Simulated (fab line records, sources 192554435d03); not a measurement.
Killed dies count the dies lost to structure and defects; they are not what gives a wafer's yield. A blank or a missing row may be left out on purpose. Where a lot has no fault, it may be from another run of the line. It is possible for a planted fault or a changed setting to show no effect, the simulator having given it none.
fab line records + flow n5-finfet + part 2 of 2: steps 20 to 27 of 27
record
- lots=5
- wafers=15
- last-day=17
route steps=1938 shown BEOL_M0_SAQP@640
lots with no fault: from the same line, run without faults
start-h: hours from the record's first day to the start of the lot's first wafer shown + wait-h: hours from the lot's prior step to this one + " repeats the value in the row above + L1.1+2: one row covering several wafers at once + - no value, or no start given + * or withheld: withheld + < > ~ a bound
route shown NAME@n: names a module that has steps shown in the file, with the first one's number in the route + usual: mean/standard deviation taken from wafers without a fault + same: alike in all rows + chamber/n: place in a boat + sites: per-site readings + _std_site: how widely they spread, as a standard deviation + _edge_site: the outer-site mean with the inner-site mean subtracted + radius-mm: for every site, how far away it sits from the centre of the wafer + mask NAME#n: copy n + behind: the most recent tool/chamber to have shaped the wafer + hold: what put the lot on hold/how long, in hours/how the hold closed + device: transistor that didn't switch, given as n, p or np + end of line: the route-end tests of the same wafers + step lacking rows: just its recipe + killed: not the wafer's yield, but the dies lost to structure and defects at the first sort + map: a wafer's dies, x killed, . not, _ none there
set.NAME: the setting that was run; set.NAME@STEP: the one run at that earlier step + model.NAME: the simulator's own value behind a step, which no gauge read
a table for each step, a row for each wafer; lots at some steps of the route
services: from which hour (start-h, from the record's first day; less than 0 if before it) a tool's chamber was out of use, for how many hours, and why
## steps
# step N5_BEOL_M0_SAQP_STRIP_86
# recipe
- chemistry=N2/H2
- power-w=500
- temp-c=40
- pressure-mtorr=50
- rf-frequency-hz=6e+07
- overash-fraction=0.3
- bias-power-w=28
- h2-frac=0.5
- n2-flow-sccm=300
- h2-flow-sccm=300
# usual
- drypump-motor-current-A=5.9/0.51
- oes-product-au=0.74/0.058
- rf-vpp-V=121.8/1.6
- showerhead-plenum-p-Torr=3.33/0.11
- throttle-valve-pct=18.85/0.24
| lot.wafer | tool        | chamber | start-h | wait-h | drypump-motor-current-A | oes-product-au | rf-hours-counter-h | rf-vpp-V | showerhead-plenum-p-Torr | throttle-valve-pct |
|-----------|-------------|---------|---------|--------|-------------------------|----------------|--------------------|----------|--------------------------|--------------------|
| L074.4    | rie-diel-04 | 2       | 107.67  | 0.1    | 5.4                     | 0.78           | 128                | 125.3    | 3.36                     | 18.75              |
| L074.5    | "           | 1       | "       | "      | 6.0                     | 0.74           | -                  | 121.3    | 3.50                     | 19.02              |
| L074.6    | "           | 2       | "       | "      | 5.4                     | 0.78           | -                  | 122.5    | 3.36                     | 18.78              |
| L079.2    | rie-diel-04 | 3       | 139.97  | 0.1    | 6.0                     | 0.73           | 165                | 121.8    | 3.48                     | 18.39              |
| L079.4    | "           | 1       | "       | "      | 6.0                     | 0.72           | 148                | 124.0    | 3.49                     | 19.03              |
| L079.6    | "           | 0       | "       | "      | 6.3                     | 0.73           | -                  | 123.3    | 3.18                     | 19.00              |
| L082.1    | rie-diel-03 | 1       | 160.64  | 0.1    | 6.5                     | 0.73           | 176                | 122.5    | 3.34                     | 18.62              |
| L082.4    | "           | 3       | "       | "      | 5.3                     | 0.74           | 168                | 119.9    | 3.19                     | 18.90              |
| L082.6    | "           | 3       | "       | "      | 5.3                     | 0.74           | -                  | 120.2    | 3.19                     | 18.91              |
| L084.2    | rie-diel-03 | 1       | 172.85  | 0.1    | 6.5                     | 0.72           | 179                | 119.9    | 3.34                     | 18.64              |
| L084.3    | "           | 0       | "       | "      | 5.9                     | 0.69           | 234                | 120.7    | 3.18                     | 19.02              |
| L084.4    | "           | 2       | "       | "      | 5.3                     | 0.72           | 192                | 121.8    | 3.35                     | 19.29              |
| L096.1    | rie-diel-04 | 0       | 240.75  | 0.1    | 6.4                     | 0.71           | 231                | 119.8    | 3.16                     | 19.06              |
| L096.2    | "           | 1       | "       | "      | 6.0                     | 0.71           | 177                | 121.8    | 3.48                     | 19.08              |
| L096.3    | "           | 2       | "       | "      | 5.4                     | 0.73           | 169                | 120.3    | 3.34                     | 18.86              |
# step N5_BEOL_M0_SAQP_STRIP_115
# recipe
- chemistry=post-etch-residue-remover
- time-s=60
- temp-c=25
- remover-ph=withheld
- remover-water-wt-pct=withheld
- remover-fluoride-wt-pct=withheld
| lot.wafer  | tool         | chamber | start-h | wait-h |
|------------|--------------|---------|---------|--------|
| L074.4+5+6 | wet-bench-01 | 0,5,7   | 107.74  | -      |
| L079.2+4+6 | wet-bench-04 | 1,0,5   | 140.03  | -      |
| L082.1+4+6 | wet-bench-04 | 7,0,5   | 160.70  | -      |
| L084.2+3+4 | wet-bench-04 | 0,5,7   | 172.91  | -      |
| L096.1+2+3 | wet-bench-01 | 1,3,5   | 240.82  | -      |
# step N5_BEOL_M0_SAQP_SRD_93
# recipe
- dry=ipa-marangoni
- time-s=30
- temp-c=23
- rinse-liquid=diw
| lot.wafer  | tool         | chamber | start-h | wait-h |
|------------|--------------|---------|---------|--------|
| L074.4+5+6 | wet-bench-01 | 0,5,7   | 107.76  | 0.0    |
| L079.2+4+6 | wet-bench-04 | 1,0,5   | 140.05  | 0.0    |
| L082.1+4+6 | wet-bench-04 | 7,0,5   | 160.72  | 0.0    |
| L084.2+3+4 | wet-bench-04 | 0,5,7   | 172.93  | 0.0    |
| L096.1+2+3 | wet-bench-01 | 1,3,5   | 240.83  | 0.0    |
# step N5_BEOL_M0_SAQP_RECESS_114
# recipe
- chemistry=HF/NH3
- target=SiO2
- target-depth-a=144
- afs-cycles=3
- temp-c=30
- sublimation-temp-c=180
- sublimation-time-s=60
# usual
- drypump-motor-current-A=5.3/0.49
# same
- afs-cycles=3
| lot.wafer | tool          | chamber | start-h | wait-h | drypump-motor-current-A |
|-----------|---------------|---------|---------|--------|-------------------------|
| L074.4    | vapor-etch-02 | 1       | 107.97  | 0.2    | 4.7                     |
| L074.5    | "             | 0       | "       | "      | 5.2                     |
| L074.6    | "             | 1       | "       | "      | 4.8                     |
| L079.2    | vapor-etch-01 | 1       | 140.10  | 0.0    | 6.1                     |
| L079.4    | "             | 1       | "       | "      | 6.1                     |
| L079.6    | "             | 0       | "       | "      | 5.6                     |
| L082.1    | vapor-etch-02 | 0       | 160.77  | 0.0    | 5.2                     |
| L082.4    | "             | 1       | "       | "      | 4.7                     |
| L082.6    | "             | 0       | "       | "      | 5.2                     |
| L084.2    | vapor-etch-02 | 1       | 172.98  | 0.0    | 4.7                     |
| L084.3    | "             | 0       | "       | "      | 5.2                     |
| L084.4    | "             | 1       | "       | "      | 4.7                     |
| L096.1    | vapor-etch-01 | 0       | 240.88  | 0.0    | 5.6                     |
| L096.2    | "             | 1       | "       | "      | 6.1                     |
| L096.3    | "             | 0       | "       | "      | 5.6                     |
# step N5_BEOL_M0_SAQP_SPACER1_ALD_98
# recipe
- material=SiO2
- target-thk-a=128
- temp-c=300
- ald-precursor-family=BDEAS
- ald-co-reactant=O2-plasma
- pulse-time-s=1
- purge-time-s=2
- co-reactant-purge-time-s=2
- ald-cycles=138
- pressure-torr=2
# usual
- heater-power-w=480/57
- precursor-pulse-height-rel=0.999/0.018
- susceptor-temp-C=300.01/0.2
# same
- purge-time-s=2
| lot.wafer | tool       | chamber | start-h | wait-h | heater-power-w | precursor-pulse-height-rel | susceptor-temp-C |
|-----------|------------|---------|---------|--------|----------------|----------------------------|------------------|
| L074.4    | ald-sin-04 | 3       | 108.68  | 0.6    | 392            | 0.985                      | 300.30           |
| L074.5    | "          | 2       | "       | "      | 567            | 0.984                      | 300.11           |
| L074.6    | "          | 1       | "       | "      | 485            | 1.015                      | 300.46           |
| L079.2    | ald-sin-04 | 0       | 140.48  | 0.3    | 355            | 1.024                      | 300.15           |
| L079.4    | "          | 1       | "       | "      | 479            | 0.985                      | 299.87           |
| L079.6    | "          | 1       | "       | "      | 480            | 1.035                      | 299.79           |
| L082.1    | ald-sin-02 | 3       | 161.76  | 0.9    | 489            | 1.001                      | 299.87           |
| L082.4    | "          | 2       | "       | "      | 433            | 0.985                      | 300.02           |
| L082.6    | "          | 2       | "       | "      | 432            | 1.021                      | 299.80           |
| L084.2    | ald-sin-02 | 3       | 174.13  | 1.0    | 485            | 0.991                      | 300.16           |
| L084.3    | "          | 2       | "       | "      | 431            | 0.976                      | 299.83           |
| L084.4    | "          | 0       | "       | "      | 481            | 1.023                      | 300.21           |
| L096.1    | ald-sin-03 | 3       | 241.26  | 0.3    | 521            | 1.010                      | 300.20           |
| L096.2    | "          | 2       | "       | "      | 492            | 0.958                      | 300.09           |
| L096.3    | "          | 1       | "       | "      | 550            | 0.991                      | 300.06           |
# step N5_BEOL_M0_SAQP_SPACER1_ETCHBACK_99
# recipe
- chemistry=CHF3/O2
- mode=anisotropic-etchback
- target=SiO2
- target-depth-a=154
- time-s=7.7
- pressure-mtorr=30
- source-w=650
- bias-w=170
- Ar_flow_sccm=200
- CHF3_flow_sccm=50
- O2_flow_sccm=5
- ion-energy-ev=200
# usual
- CHF3_flow_sccm=50.00/0.15
- drypump-motor-current-A=5.9/0.48
- oes-product-au=0.74/0.051
- rf-fwd-power-W=645.8/2.4
- rf-vpp-V=525/5.7
- showerhead-plenum-p-Torr=2.40/0.082
- throttle-valve-pct=18.93/0.17
| lot.wafer | tool        | chamber | start-h | wait-h | CHF3_flow_sccm | drypump-motor-current-A | oes-product-au | rf-fwd-power-W | rf-hours-counter-h | rf-vpp-V | showerhead-plenum-p-Torr | throttle-valve-pct |
|-----------|-------------|---------|---------|--------|----------------|-------------------------|----------------|----------------|--------------------|----------|--------------------------|--------------------|
| L074.4    | rie-diel-03 | 1       | 108.93  | 0.0    | 50.16          | 6.5                     | 0.74           | 648.8          | 160                | 523      | 2.39                     | 18.92              |
| L074.5    | "           | 1       | "       | "      | 50.16          | 6.5                     | 0.74           | 647.1          | -                  | 522      | 2.39                     | 18.93              |
| L074.6    | "           | 2       | "       | "      | 49.95          | 5.3                     | 0.74           | 646.5          | -                  | 519      | 2.40                     | 18.65              |
| L079.2    | rie-diel-02 | 0       | 140.96  | 0.3    | 49.98          | 5.1                     | 0.83           | 651.2          | 88                 | 533      | 2.54                     | 18.80              |
| L079.4    | "           | 1       | "       | "      | 49.93          | 6.1                     | 0.76           | 644.5          | 135                | 521      | 2.32                     | 18.77              |
| L079.6    | "           | 2       | "       | "      | 50.04          | 6.2                     | 0.74           | 647.0          | -                  | 520      | 2.40                     | 18.68              |
| L082.1    | rie-diel-04 | 2       | 162.24  | 0.3    | 49.85          | 5.4                     | 0.76           | 641.4          | 146                | 516      | 2.41                     | 18.89              |
| L082.4    | "           | 0       | "       | "      | 49.91          | 6.3                     | 0.73           | 641.8          | 208                | 532      | 2.31                     | 19.33              |
| L082.6    | "           | 2       | "       | "      | 50.26          | 5.4                     | 0.76           | 643.0          | -                  | 518      | 2.41                     | 18.90              |
| L084.2    | rie-diel-04 | 1       | 174.75  | 0.4    | 50.28          | 6.0                     | 0.72           | 644.8          | 158                | 521      | 2.50                     | 18.97              |
| L084.3    | "           | 2       | "       | "      | 50.29          | 5.4                     | 0.76           | 649.6          | 150                | 516      | 2.41                     | 18.90              |
| L084.4    | "           | 3       | "       | "      | 49.67          | 6.0                     | 0.71           | 651.0          | 175                | 533      | 2.51                     | 18.94              |
| L096.1    | rie-diel-02 | 1       | 241.74  | 0.3    | 49.98          | 6.2                     | 0.73           | 648.1          | 166                | 520      | 2.31                     | 18.80              |
| L096.2    | "           | 2       | "       | "      | 49.87          | 6.1                     | 0.71           | 647.7          | 180                | 522      | 2.38                     | 18.74              |
| L096.3    | "           | 3       | "       | "      | 50.13          | 6.6                     | 0.93           | 641.8          | 14                 | 531      | 2.47                     | 18.77              |
# step N5_BEOL_M0_SAQP_MANDREL1_REMOVE_100
# recipe
- chemistry=HBr/Cl2/O2
- bt-time-s=10
- target=a-Si
- stop-on=SiNx
- endpoint=OES-SiCl
- over-etch-frac=0.85
- icp-w=600
- bias-w=30
- HBr_flow_sccm=150
- Cl2_flow_sccm=80
- O2_flow_sccm=5
- pressure-mtorr=10
# usual
- HBr_flow_sccm=150.0/0.46
- drypump-motor-current-A=5.8/0.56
- oes-product-au=0.994/0.011
- rf-fwd-power-W=596.5/2
- throttle-valve-pct=36.7/0.34
| lot.wafer | tool      | chamber | start-h | wait-h | HBr_flow_sccm | drypump-motor-current-A | oes-product-au | rf-fwd-power-W | rf-hours-counter-h | throttle-valve-pct |
|-----------|-----------|---------|---------|--------|---------------|-------------------------|----------------|----------------|--------------------|--------------------|
| L074.4    | rie-si-04 | 2       | 109.02  | 0.1    | 150.0         | 5.8                     | 0.998          | 594.8          | 2                  | 36.8               |
| L074.5    | "         | 2       | "       | "      | 150.3         | 5.8                     | 1.002          | 595.6          | -                  | 36.8               |
| L074.6    | "         | 1       | "       | "      | 150.5         | 5.1                     | 1.000          | 598.6          | -                  | 36.4               |
| L079.2    | rie-si-06 | 1       | 141.04  | 0.1    | 149.0         | 6.7                     | 0.988          | 598.1          | 24                 | 36.9               |
| L079.4    | "         | 0       | "       | "      | 150.2         | 6.3                     | 0.998          | 596.0          | 84                 | 36.8               |
| L079.6    | "         | 1       | "       | "      | 149.2         | 6.7                     | 0.985          | 599.7          | -                  | 36.8               |
| L082.1    | rie-si-06 | 2       | 162.32  | 0.1    | 150.1         | 6.2                     | 0.996          | 593.2          | 12                 | 36.6               |
| L082.4    | "         | 1       | "       | "      | 150.2         | 6.7                     | 0.988          | 598.2          | 24                 | 36.9               |
| L082.6    | "         | 3       | "       | "      | 149.2         | 4.9                     | 0.989          | 595.3          | -                  | 36.9               |
| L084.2    | rie-si-06 | 1       | 174.83  | 0.1    | 149.5         | 6.7                     | 1.000          | 595.8          | 24                 | 36.8               |
| L084.3    | "         | 0       | "       | "      | 150.4         | 6.2                     | 0.984          | 595.9          | 85                 | 36.7               |
| L084.4    | "         | 3       | "       | "      | 149.4         | 4.9                     | 0.999          | 597.9          | 165                | 36.8               |
| L096.1    | rie-si-06 | 2       | 241.83  | 0.1    | 149.5         | 6.2                     | 0.983          | 598.7          | 13                 | 36.6               |
| L096.2    | "         | 0       | "       | "      | 150.5         | 6.3                     | 0.991          | 596.3          | 86                 | 36.7               |
| L096.3    | "         | 3       | "       | "      | 149.9         | 4.9                     | 0.975          | 599.5          | 165                | 36.9               |
# step N5_BEOL_M0_SAQP_CD_MEAS_25
# recipe
- target-cd-nm=13.1
- landing-energy-ev=1000
- detector=se-inlens
# usual
- cd-nm=12.83/0.21
| lot.wafer | tool      | chamber | start-h | wait-h | cd-nm |
|-----------|-----------|---------|---------|--------|-------|
| L074.4    | cd-sem-01 | 0       | 109.13  | 0.1    | 12.59 |
| L074.5    | "         | 0       | "       | "      | 12.79 |
| L074.6    | "         | 0       | "       | "      | 12.64 |
| L079.2    | cd-sem-01 | 0       | 141.16  | 0.1    | 12.73 |
| L079.4    | "         | 0       | "       | "      | 12.76 |
| L079.6    | "         | 0       | "       | "      | 12.82 |
| L082.1    | cd-sem-02 | 0       | 162.43  | 0.1    | 13.06 |
| L082.4    | "         | 0       | "       | "      | 12.84 |
| L082.6    | "         | 0       | "       | "      | 13.00 |
| L084.2    | cd-sem-02 | 0       | 174.95  | 0.1    | 13.16 |
| L084.3    | "         | 0       | "       | "      | 12.80 |
| L084.4    | "         | 0       | "       | "      | 12.73 |
| L096.1    | cd-sem-01 | 0       | 241.94  | 0.1    | 12.94 |
| L096.2    | "         | 0       | "       | "      | 12.93 |
| L096.3    | "         | 0       | "       | "      | 12.54 |
## services
| tool            | chamber | start-h | hours | kind   |
|-----------------|---------|---------|-------|--------|
| wet-bench-04    | -       | 87.72   | 40.5  | repair |
| arfi-scanner-02 | -       | 88.64   | 0.9   | repair |
| wet-bench-01    | -       | 98.35   | 1.9   | pm     |
| rie-diel-02     | -       | 104.66  | 0.8   | repair |
| rie-si-01       | -       | 108.68  | 2.8   | pm     |
| arfi-scanner-02 | -       | 109.68  | 1.0   | pm     |
| rie-si-06       | -       | 117.12  | 2.8   | pm     |
| rie-diel-04     | -       | 117.44  | 2.2   | repair |
| rie-si-01       | 0       | 119.04  | 8.5   | repair |
| rie-diel-03     | 2       | 119.39  | 6.6   | repair |
| arfi-scanner-02 | -       | 124.70  | 0.4   | repair |
| rie-diel-02     | -       | 126.83  | 2.8   | pm     |
| rie-si-04       | 3       | 136.60  | 6.8   | repair |
| pecvd-02        | -       | 139.84  | 0.3   | repair |
| arfi-scanner-03 | -       | 141.37  | 1.0   | pm     |
| arfi-scanner-02 | -       | 146.50  | 6.0   | pm     |
| rie-si-06       | -       | 152.44  | 0.1   | repair |
| rie-si-04       | -       | 165.98  | 2.8   | pm     |
| arfi-scanner-02 | -       | 174.73  | 1.3   | pm     |
| rie-si-06       | 3       | 174.94  | 22.7  | repair |
| arfi-scanner-02 | -       | 176.03  | 1.0   | pm     |
| arfi-scanner-02 | -       | 201.14  | 4.9   | pm     |
| rie-diel-02     | 3       | 210.65  | 2.9   | repair |
| arfi-scanner-02 | -       | 233.13  | 0.8   | pm     |
